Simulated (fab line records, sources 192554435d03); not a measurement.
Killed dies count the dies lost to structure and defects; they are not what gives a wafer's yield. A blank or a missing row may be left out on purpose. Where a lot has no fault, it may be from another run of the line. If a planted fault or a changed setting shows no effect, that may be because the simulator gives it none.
Split-lot experiment :: flow n5Finfet :: 21 wafers read from 7 lots, route of 1938 steps

## THE SPLIT ITSELF
At N5_SD_EPI_P_ETCH_16 (etches SiO2 in CHF3/O2, target depth 5 nm), the setting targetDepthA was moved away from the recipe's 50 angstrom on 7 of the 21 wafers read, by -6.7% to +11.1%. All remaining wafers had this setting at the recipe value.

The split's own step is where the reading is taken.

## THE READING
etch.depthNm (the simulator's own value, which no gauge read), in nm, at N5_SD_EPI_P_ETCH_16 (etches SiO2 in CHF3/O2, target depth 5 nm). The file does not state a usual value for it. The 14 wafers here that ran the recipe average 4.996 nm, standard deviation 0.1 nm.

wafer: L080.1
tool, chamber at the split: rieDiel-04, 0
targetDepthA as run, angstrom: 50
against the recipe: recipe
etch.depthNm, nm: 4.97
against lot-mates on the recipe: -

wafer: L080.3
tool, chamber at the split: rieDiel-04, 3
targetDepthA as run, angstrom: 46.67
against the recipe: -6.7%
etch.depthNm, nm: 4.642
against lot-mates on the recipe: -0.317

wafer: L080.5
tool, chamber at the split: rieDiel-04, 3
targetDepthA as run, angstrom: 50
against the recipe: recipe
etch.depthNm, nm: 4.949
against lot-mates on the recipe: -

wafer: L083.4
tool, chamber at the split: rieDiel-03, 2
targetDepthA as run, angstrom: 50
against the recipe: recipe
etch.depthNm, nm: 4.967
against lot-mates on the recipe: -

wafer: L083.5
tool, chamber at the split: rieDiel-03, 0
targetDepthA as run, angstrom: 50
against the recipe: recipe
etch.depthNm, nm: 4.959
against lot-mates on the recipe: -

wafer: L083.6
tool, chamber at the split: rieDiel-03, 1
targetDepthA as run, angstrom: 50
against the recipe: recipe
etch.depthNm, nm: 4.965
against lot-mates on the recipe: -

wafer: L086.4
tool, chamber at the split: rieDiel-02, 3
targetDepthA as run, angstrom: 50
against the recipe: recipe
etch.depthNm, nm: 4.897
against lot-mates on the recipe: -

wafer: L086.5
tool, chamber at the split: rieDiel-02, 2
targetDepthA as run, angstrom: 50
against the recipe: recipe
etch.depthNm, nm: 4.862
against lot-mates on the recipe: -

wafer: L086.6
tool, chamber at the split: rieDiel-02, 0
targetDepthA as run, angstrom: 47.21
against the recipe: -5.6%
etch.depthNm, nm: 4.656
against lot-mates on the recipe: -0.224

wafer: L090.2
tool, chamber at the split: rieDiel-02, 3
targetDepthA as run, angstrom: 46.84
against the recipe: -6.3%
etch.depthNm, nm: 4.617
against lot-mates on the recipe: -0.444

wafer: L090.3
tool, chamber at the split: rieDiel-02, 1
targetDepthA as run, angstrom: 50
against the recipe: recipe
etch.depthNm, nm: 5.061
against lot-mates on the recipe: -

wafer: L090.4
tool, chamber at the split: rieDiel-02, 1
targetDepthA as run, angstrom: 46.84
against the recipe: -6.3%
etch.depthNm, nm: 4.769
against lot-mates on the recipe: -0.292

wafer: L093.1
tool, chamber at the split: rieDiel-04, 0
targetDepthA as run, angstrom: 50
against the recipe: recipe
etch.depthNm, nm: 4.988
against lot-mates on the recipe: -

wafer: L093.2
tool, chamber at the split: rieDiel-04, 2
targetDepthA as run, angstrom: 50
against the recipe: recipe
etch.depthNm, nm: 4.874
against lot-mates on the recipe: -

wafer: L093.5
tool, chamber at the split: rieDiel-04, 3
targetDepthA as run, angstrom: 50
against the recipe: recipe
etch.depthNm, nm: 4.977
against lot-mates on the recipe: -

wafer: L096.1
tool, chamber at the split: rieDiel-02, 0
targetDepthA as run, angstrom: 53.49
against the recipe: +7.0%
etch.depthNm, nm: 5.306
against lot-mates on the recipe: +0.109

wafer: L096.2
tool, chamber at the split: rieDiel-02, 2
targetDepthA as run, angstrom: 50
against the recipe: recipe
etch.depthNm, nm: 5.264
against lot-mates on the recipe: -

wafer: L096.3
tool, chamber at the split: rieDiel-02, 1
targetDepthA as run, angstrom: 50
against the recipe: recipe
etch.depthNm, nm: 5.13
against lot-mates on the recipe: -

wafer: L097.3
tool, chamber at the split: rieDiel-02, 0
targetDepthA as run, angstrom: 55.53
against the recipe: +11.1%
etch.depthNm, nm: 5.471
against lot-mates on the recipe: +0.386

wafer: L097.4
tool, chamber at the split: rieDiel-02, 3
targetDepthA as run, angstrom: 50
against the recipe: recipe
etch.depthNm, nm: 5.085
against lot-mates on the recipe: -

wafer: L097.5
tool, chamber at the split: rieDiel-02, 2
targetDepthA as run, angstrom: 55.53
against the recipe: +11.1%
etch.depthNm, nm: 5.725
against lot-mates on the recipe: +0.640

FIT RESULTS
A straight line over all 21 wafers: etch.depthNm changes by +0.0525 nm for each +1% of targetDepthA; r = +0.93; the points scatter about the line by 0.1 nm.
The same after taking each lot's own level away (the mean of its wafers on the recipe; 21 wafers): +0.045 nm for each +1%; r = +0.94; scatter 0.077 nm.
According to that fit, moving targetDepthA by its largest amount changes the reading by 0.5 nm.
The span of the lots' own levels, 4.8795 to 5.1970 nm, comes to 3.1 times the standard deviation stated above.
So the slope is not independent of the lot-to-lot level: the two fits are not the same.
Check: with one of the wafers moved furthest among these (+11.1%) left out of the fit, the line predicts +0.525 nm for it against its lot-mates. Against them it came out at +0.386 nm.

## THESE WAFERS: OTHER SPLITS
Other splits were also applied to these wafers ahead of the reading. Each is held against what the fit with the lots' levels taken away leaves over:
other split on the same wafers: N5_WELL_APT_PEB_23 pebTempC
wafers away from the commonest value: 6
r with etch.depthNm (lot level and that fit taken away): +0.04

other split on the same wafers: N5_WELL_APT_DESCUM_30 timeS
wafers away from the commonest value: 7
r with etch.depthNm (lot level and that fit taken away): +0.38

other split on the same wafers: N5_FIN_SAQP_ALD_61 tempC
wafers away from the commonest value: 11
r with etch.depthNm (lot level and that fit taken away): +0.28

other split on the same wafers: N5_FIN_SAQP_PECVD_06 timeS
wafers away from the commonest value: 8
r with etch.depthNm (lot level and that fit taken away): +0.30

other split on the same wafers: N5_FIN_SAQP_MANDREL_ETCH_22 overEtchFrac
wafers away from the commonest value: 11
r with etch.depthNm (lot level and that fit taken away): -0.03

other split on the same wafers: N5_FIN_CUT_CUT_ETCH_26 timeS
wafers away from the commonest value: 10
r with etch.depthNm (lot level and that fit taken away): +0.07

other split on the same wafers: N5_SD_EPI_N_ETCH_45 targetDepthA
wafers away from the commonest value: 5
r with etch.depthNm (lot level and that fit taken away): -0.36

other split on the same wafers: N5_SD_EPI_N_ETCH_16 targetDepthA
wafers away from the commonest value: 5
r with etch.depthNm (lot level and that fit taken away): -0.35

## THE FILE'S OWN FIT
etch.depthNm changes by +0.0423 nm for each +1% of targetDepthA, r = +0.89.
